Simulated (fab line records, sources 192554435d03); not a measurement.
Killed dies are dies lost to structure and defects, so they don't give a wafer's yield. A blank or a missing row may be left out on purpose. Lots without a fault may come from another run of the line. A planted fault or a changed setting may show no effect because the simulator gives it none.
Which tool did it? | flow n5_finfet | 8 lots, 24 wafers sampled, at 3 steps of a route of 1938

WHAT THE GAUGES READ, wafer by wafer
N5_FIN_SAQP_THK_MEAS_07.
lot  | measured    | on            | thk_nm (nm)
L606 | day 1 22:04 | film_metro-01 | 59.9 59.5 61.1
L609 | day 2 16:19 | film_metro-01 | 59.7 59.4 60.4
L613 | day 3 16:14 | film_metro-02 | 59.2 60.5 60.7
L615 | day 4 04:19 | film_metro-02 | 59.3 59.8 60.5
L618 | day 4 22:04 | film_metro-01 | 79.1 60.1 60.4
L620 | day 5 08:54 | film_metro-02 | 59.8 60.8 60.9
L623 | day 6 04:09 | film_metro-01 | 79.9 59.8 59.6
L624 | day 6 11:26 | film_metro-01 | 59.6 60.9 61.1

WHICH TOOL RAN EACH LOT (tool, then ch and the chambers of the sampled wafers, then the start)
lot  | N5_WELL_APT_DESCUM_30             | N5_FIN_SAQP_PECVD_06
L606 | rie_diel-04 ch 0,1,2, day 1 15:20 | pecvd-03 ch 0,1,2, day 1 21:58
L609 | rie_diel-04 ch 1,2,3, day 2 09:17 | pecvd-04 ch 0,2, day 2 16:13
L613 | rie_diel-05 ch 0,1,2, day 3 09:13 | pecvd-03 ch 0,1, day 3 16:09
L615 | rie_diel-06 ch 1,2,3, day 3 21:37 | pecvd-04 ch 0,1, day 4 04:11
L618 | rie_diel-04 ch 1,2, day 4 15:17   | pecvd-04 ch 0,1,2, day 4 21:59
L620 | rie_diel-05 ch 0,2,3, day 5 02:58 | pecvd-01 ch 0,1,2, day 5 08:49
L623 | rie_diel-04 ch 1,2,3, day 5 21:50 | pecvd-04 ch 0,1,2, day 6 04:04
L624 | rie_diel-05 ch 1,2,3, day 6 03:46 | pecvd-01 ch 0,2, day 6 11:21
- N5_WELL_APT_DESCUM_30: chemistry O2, time 7.9 s.
- N5_FIN_SAQP_PECVD_06: deposits a-Si from SiH4/He, target thk 60 nm, time 48.1 s.

THE ANSWER, worked out from the rows above alone
Rule: what is usual is taken from the lots themselves. Put in order of their means at a reading, lots are off if they are a third of the lots or fewer, leave a main group of 4 or more, and stand apart from it by a gap of 3 or more times the standard deviation of the main group's means; of several such gaps the widest counts. A main group whose means are all the same, to the digits that the tables above print for the reading, isn't used. A lot without any number at a reading at which 4 lots or more have one is off too. The other lots that the step has rows for count as sound.
Off: L618, L623, at N5_FIN_SAQP_THK_MEAS_07 (thk_nm). The main group: mean 60.2 nm, standard deviation 0.27.
A tool fits if, at a process step before that reading, it ran every lot that is off, and no sound lot after the first of them. The gauges at N5_FIN_SAQP_THK_MEAS_07 are tried like those tools. Can't be told from this: 2 tools fit, rie_diel-04 at N5_WELL_APT_DESCUM_30, pecvd-04 at N5_FIN_SAQP_PECVD_06.

WHAT THE SIMULATOR HAD PUT IN
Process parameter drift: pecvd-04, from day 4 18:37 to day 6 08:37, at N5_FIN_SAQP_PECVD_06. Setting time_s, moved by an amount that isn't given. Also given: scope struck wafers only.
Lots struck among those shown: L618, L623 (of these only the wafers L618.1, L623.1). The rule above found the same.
